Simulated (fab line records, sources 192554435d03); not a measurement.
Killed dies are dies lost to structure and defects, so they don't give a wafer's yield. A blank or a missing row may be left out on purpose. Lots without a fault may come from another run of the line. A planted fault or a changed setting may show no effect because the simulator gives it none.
Split-lot experiment | flow n5_finfet | 7 lots, 39 wafers read, on a route of 1938 steps

THE SPLIT
At N5_BEOL_M11_ALD_74 (deposits TaN, target thk 2 nm, pulse time 2 s, purge time 3 s), the setting ald_cycles was moved away from the recipe's 40 on 9 of the 39 wafers read, by -55.0% to +25.0%. The other wafers ran this setting at the recipe's value.

The reading is taken at the split's own step.

THE READING
TaN_of_BEOL_M11_ALD_74.thk_nm (the simulator's own value, which no gauge read), in nm, at N5_BEOL_M11_ALD_74 (deposits TaN, target thk 2 nm, pulse time 2 s, purge time 3 s). The file gives no usual value for it.

wafer  | tool, chamber at the split | ald_cycles as run | against the recipe | TaN_of_BEOL_M11_ALD_74.thk_nm, nm | against lot-mates on the recipe
L077.1 | ald_metal-02, 3,1,2,3,2,1  | 40                | recipe             | 2                                 | -
L077.2 | ald_metal-02, 3,1,2,3,2,1  | 40                | recipe             | 2                                 | -
L077.3 | ald_metal-02, 3,1,2,3,2,1  | 40                | recipe             | 2                                 | -
L077.4 | ald_metal-02, 3,1,2,3,2,1  | 40                | recipe             | 2                                 | -
L077.5 | ald_metal-02, 3,1,2,3,2,1  | 40                | recipe             | 2                                 | -
L077.6 | ald_metal-02, 3,1,2,3,2,1  | 40                | recipe             | 2                                 | -
L079.1 | ald_metal-04, 3            | 18                | -55.0%             | 0.8                               | -1.2
L079.2 | ald_metal-04, 2,0,3        | 40                | recipe             | 2                                 | -
L079.4 | ald_metal-04, 2,0,3        | 40                | recipe             | 2                                 | -
L079.6 | ald_metal-04, 2,0,3        | 40                | recipe             | 2                                 | -
L079.3 | ald_metal-04, 1,2          | 18                | -55.0%             | 1                                 | -1.0
L079.5 | ald_metal-04, 1,2          | 18                | -55.0%             | 1                                 | -1.0
L082.1 | ald_metal-02, 1,0,3        | 40                | recipe             | 2                                 | -
L082.2 | ald_metal-02, 1,0,3        | 40                | recipe             | 2                                 | -
L082.3 | ald_metal-02, 1,0,3        | 40                | recipe             | 2                                 | -
L082.4 | ald_metal-02, 2,2,1        | 50                | +25.0%             | 2.4                               | +0.4
L082.5 | ald_metal-02, 2,2,1        | 50                | +25.0%             | 2.4                               | +0.4
L082.6 | ald_metal-02, 2,2,1        | 50                | +25.0%             | 2.4                               | +0.4
L090.1 | ald_metal-01, 2,0,3        | 40                | recipe             | 2                                 | -
L090.2 | ald_metal-01, 2,0,3        | 40                | recipe             | 2                                 | -
L090.6 | ald_metal-01, 2,0,3        | 40                | recipe             | 2                                 | -
L090.3 | ald_metal-01, 3            | 50                | +25.0%             | 2.6                               | +0.6
L090.4 | ald_metal-01, 1,0          | 50                | +25.0%             | 2.4                               | +0.4
L090.5 | ald_metal-01, 1,0          | 50                | +25.0%             | 2.4                               | +0.4
L089.1 | ald_metal-02, 3,2,1,0,3,2  | 40                | recipe             | 2                                 | -
L089.2 | ald_metal-02, 3,2,1,0,3,2  | 40                | recipe             | 2                                 | -
L089.3 | ald_metal-02, 3,2,1,0,3,2  | 40                | recipe             | 2                                 | -
L089.4 | ald_metal-02, 3,2,1,0,3,2  | 40                | recipe             | 2                                 | -
L089.5 | ald_metal-02, 3,2,1,0,3,2  | 40                | recipe             | 2                                 | -
L089.6 | ald_metal-02, 3,2,1,0,3,2  | 40                | recipe             | 2                                 | -
L091.1 | ald_metal-02, 0,2,1,3,2,3  | 40                | recipe             | 2                                 | -
L091.2 | ald_metal-02, 0,2,1,3,2,3  | 40                | recipe             | 2                                 | -
L091.3 | ald_metal-02, 0,2,1,3,2,3  | 40                | recipe             | 2                                 | -
L091.4 | ald_metal-02, 0,2,1,3,2,3  | 40                | recipe             | 2                                 | -
L091.5 | ald_metal-02, 0,2,1,3,2,3  | 40                | recipe             | 2                                 | -
L091.6 | ald_metal-02, 0,2,1,3,2,3  | 40                | recipe             | 2                                 | -
L093.3 | ald_metal-01, 2,1,0        | 40                | recipe             | 2                                 | -
L093.4 | ald_metal-01, 2,1,0        | 40                | recipe             | 2                                 | -
L093.6 | ald_metal-01, 2,1,0        | 40                | recipe             | 2                                 | -
Where a row lists several chambers, the file gives one row for several wafers and doesn't say which wafer went through which chamber.

THE FIT
A straight line over all 39 wafers: TaN_of_BEOL_M11_ALD_74.thk_nm changes by +0.0188 nm for each +1% of ald_cycles; r = +0.99; the points scatter about the line by 0.043 nm.
The same after taking each lot's own level away (the mean of its wafers on the recipe; 39 wafers): +0.0188 nm for each +1%; r = +0.99; scatter 0.043 nm.
On that fit, the largest move of ald_cycles shifts the reading by 1 nm.
The lots' own levels span 2.00 to 2.00 nm.
So the lot-to-lot level changes the slope little: the two slopes agree.
Check: with one of the wafers moved furthest among these (-55.0%) left out of the fit, the line predicts -0.986 nm for it against its lot-mates. It came out at -1.2 nm against them.

OTHER SPLITS ON THESE WAFERS
These wafers also went through other splits before the reading. Each is held against what the fit with the lots' levels taken away leaves over:
other split on the same wafers            | wafers away from the commonest value | r with TaN_of_BEOL_M11_ALD_74.thk_nm (lot level and that fit taken away)
N5_BEOL_M0_SAQP_PECVD_96 time_s           | 15                                   | -0.11
N5_BEOL_M0_TRENCH_ETCH_107 target_depth_a | 18                                   | -0.08
N5_BEOL_M2_DESCUM_33 time_s               | 12                                   | +0.13
N5_BEOL_M7_DESCUM_33 time_s               | 12                                   | +0.07

THE FILE'S OWN FIT
TaN_of_BEOL_M11_ALD_74.thk_nm changes by +0.0188 nm for each +1% of ald_cycles, r = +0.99.
